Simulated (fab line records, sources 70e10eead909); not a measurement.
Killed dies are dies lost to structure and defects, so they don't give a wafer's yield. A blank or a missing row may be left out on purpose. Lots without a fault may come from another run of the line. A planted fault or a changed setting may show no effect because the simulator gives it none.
A struck lot beside a sound one | flow nand_harc | 42 steps out of a route of 1302
Sound: wafers L534.1, L534.2, L534.4. Struck: wafers L543.3, L543.5, L543.6. The cause comes at the end.
At each step with rows: each side's tool, then ch and its chambers, then its first start. Under that, the readings that differ: sound wafers | struck wafers | difference of the means | sigmas: that difference in standard deviations of wafers without a fault.
alike: readings whose means differ by less than 2 such deviations, and words and numbers that are the same on both sides. not compared: withheld readings, readings that some wafer has no value for, bounds like >300 that may hide the same value, and numbers for which the record gives no deviation and whose values overlap.
The two part at a step that has a row with sigmas, a row that says differs or no value, or rows on one side only. Numbers that don't overlap but have no deviation are shown without sigmas and don't part them. A reading that every wafer of one side lacks parts them only if that side has two wafers or more.

NHARC_P_ZERO_WELL_DESCUM_54: chemistry O2, time 3 s.
  sound on rie_diel-01 ch 1,2,3, day 3 07:56; struck on rie_diel-07 ch 0,2,3, day 7 01:52
  reading                     | sound       | struck      | difference | sigmas
  drypump_motor_current_A (A) | 6.5 6.0 6.5 | 5.6 5.1 5.9 | -0.8       | -2
  alike: o2_flow_sccm, oes_product_au, rf_vpp_V, showerhead_plenum_p_Torr, throttle_valve_pct
  not compared: rf_hours_counter_h
then, 5 steps without rows for these wafers: NHARC_P_ZERO_WELL_IMPLANT_55; NHARC_P_ZERO_WELL_IMPLANT_61; NHARC_P_ZERO_WELL_STRIP_56 (strips in SPM, time 840 s); NHARC_P_ZERO_WELL_PRECLEAN_68 (cleans in SC1, time 60 s); NHARC_P_ZERO_WELL_SRD_69.
NHARC_P_ZERO_WELL_RTA_42: time 300 s.
  sound on rtp_anneal-02 ch 0, day 3 08:55; struck on rtp_anneal-01 ch 0, day 7 03:01
  reading             | sound                | struck               | difference | sigmas
  lamp_power_pct (%)  | 39 39 39             | 32 32 32             | -7         | -2
  lamp_zone_3_pct (%) | 39 39 39             | 32 32 32             | -7         | -2
  wafer_temp_C_max    | 1101.7 1103.9 1103.7 | 1104.8 1104.5 1107.4 | +2.5       | +3
NHARC_P_ZERO_WELL_INSPECT_43:
  sound on defect_inspect-01, day 3 09:35; struck on defect_inspect-02, day 7 03:29
  alike: raw_defect_count
then, 4 steps without rows for these wafers: NHARC_P_STI_ETCH_26 (etches SiO2 in dHF, target depth 11 nm); NHARC_P_STI_PRECLEAN_27 (cleans in SC1); NHARC_P_STI_SRD_28; NHARC_P_STI_OXIDE_29 (material SiO2, target thk 10 nm, ox time 1362 s).
NHARC_P_STI_HM_DEP_30: deposits Si3N4, target thk 80 nm, time 873 s.
  sound on lpcvd-01 ch 0, day 3 22:44; struck on lpcvd-02 ch 1, day 7 14:32
then, 9 steps without rows for these wafers: NHARC_P_STI_DEHYDRATE_01 (time 120 s); NHARC_P_STI_HMDS_02 (time 30 s); NHARC_P_STI_COAT_41 (time 65 s); NHARC_P_STI_COAT_03 (resist thk 600 nm); NHARC_P_STI_SOFTBAKE_04 (time 70 s); NHARC_P_STI_EBR_05; NHARC_P_STI_EXPOSE_06 (exposes mask P STI, target cd 200 nm); NHARC_P_STI_PEB_07 (peb time 80 s); NHARC_P_STI_DEVELOP_08 (time 50 s).
NHARC_P_STI_CD_MEAS_09: target cd 200 nm.
  sound on cd_sem-02 ch 0, day 4 02:49; struck on cd_sem-02 ch 0, day 7 20:19
  alike: cd_nm
NHARC_P_STI_OVL_MEAS_10:
  sound on overlay-02, day 4 02:55; struck on overlay-01, day 7 20:24
  reading           | sound    | struck   | difference | sigmas
  overlay_x_nm (nm) | -9 -9 -9 | 5 4 4    | +13        | +2
  overlay_y_nm (nm) | -7 -8 -8 | 12 12 12 | +20        | +3
NHARC_P_STI_INSPECT_11:
  sound on defect_inspect-01, day 4 02:57; struck on defect_inspect-01, day 7 20:26
  alike: raw_defect_count
then, 1 step without rows for these wafers: NHARC_P_STI_HARDBAKE_13 (time 65 s).
NHARC_P_STI_DESCUM_14: chemistry O2, time 3 s.
  sound on rie_diel-06 ch 1,2,3, day 4 03:05; struck on rie_diel-06 ch 0,3, day 7 20:34
  alike: drypump_motor_current_A, o2_flow_sccm, oes_product_au, rf_vpp_V, showerhead_plenum_p_Torr, throttle_valve_pct
  not compared: rf_hours_counter_h
then, 2 steps without rows for these wafers: NHARC_P_STI_ETCH_42 (etches the open film in N2/H2, target depth 80 nm, overetch 24 nm, time 61 s); NHARC_P_STI_ETCH_31 (etches the open film in CF4/CHF3, target depth 108.9 nm, time 54.5 s).
NHARC_P_STI_ETCH_15: etches the open film in HBr/Cl2, target depth 300 nm, time 100.1 s.
  sound on rie_si-05 ch 1,2,3, day 4 03:22; struck on rie_si-05 ch 0,2,3, day 7 20:53
  alike: drypump_motor_current_A, oes_product_au, throttle_valve_pct
  not compared: rf_hours_counter_h
NHARC_P_STI_CD_MEAS_16:
  sound on cd_sem-01, day 4 03:31; struck on cd_sem-02, day 7 21:01
  alike: cd_nm
NHARC_P_STI_OCD_MEAS_17:
  sound on ocd-01, day 4 03:36; struck on ocd-02, day 7 21:06
  alike: trench_foot_cd_nm
then, 3 steps without rows for these wafers: NHARC_P_STI_STRIP_19 (strips in SPM, time 900 s); NHARC_P_STI_PRECLEAN_32 (cleans in SC1); NHARC_P_STI_SRD_23.
NHARC_P_STI_OCD_MEAS_43:
  sound on ocd-02, day 4 04:07; struck on ocd-01, day 7 21:37
  alike: trench_foot_cd_nm
then, 3 steps without rows for these wafers: NHARC_P_STI_OXIDE_33 (material SiO2, target thk 10 nm, ox time 281 s); NHARC_P_STI_HDPCVD_20 (deposits SiO2); NHARC_P_STI_ANNEAL_34 (time 1800 s).
NHARC_P_STI_CMP_21: polishes, t overpolish 20 s, target thk 380.67 nm.
  sound on cmp-01 ch 0,1,3, day 4 20:53; struck on cmp-02 ch 0,1, day 8 15:50
  alike: motor_current_A, overpolish_run_s
then, 1 step without rows for these wafers: NHARC_P_STI_SRD_35.
-- the record jumps here: 21 days lie between the struck wafers' starts before and after (it left off in module P_STI and takes up again in module END, whose first step shown is number 1302 of the route) --
NHARC_END_SORT_01:
  the record has rows for the struck wafers here (prober-02 ch 0, day 29 17:02) and none for the sound ones

WHERE THEY PART
First at NHARC_P_ZERO_WELL_DESCUM_54; last, within this record, at NHARC_END_SORT_01.

WHY: what the simulator had put in
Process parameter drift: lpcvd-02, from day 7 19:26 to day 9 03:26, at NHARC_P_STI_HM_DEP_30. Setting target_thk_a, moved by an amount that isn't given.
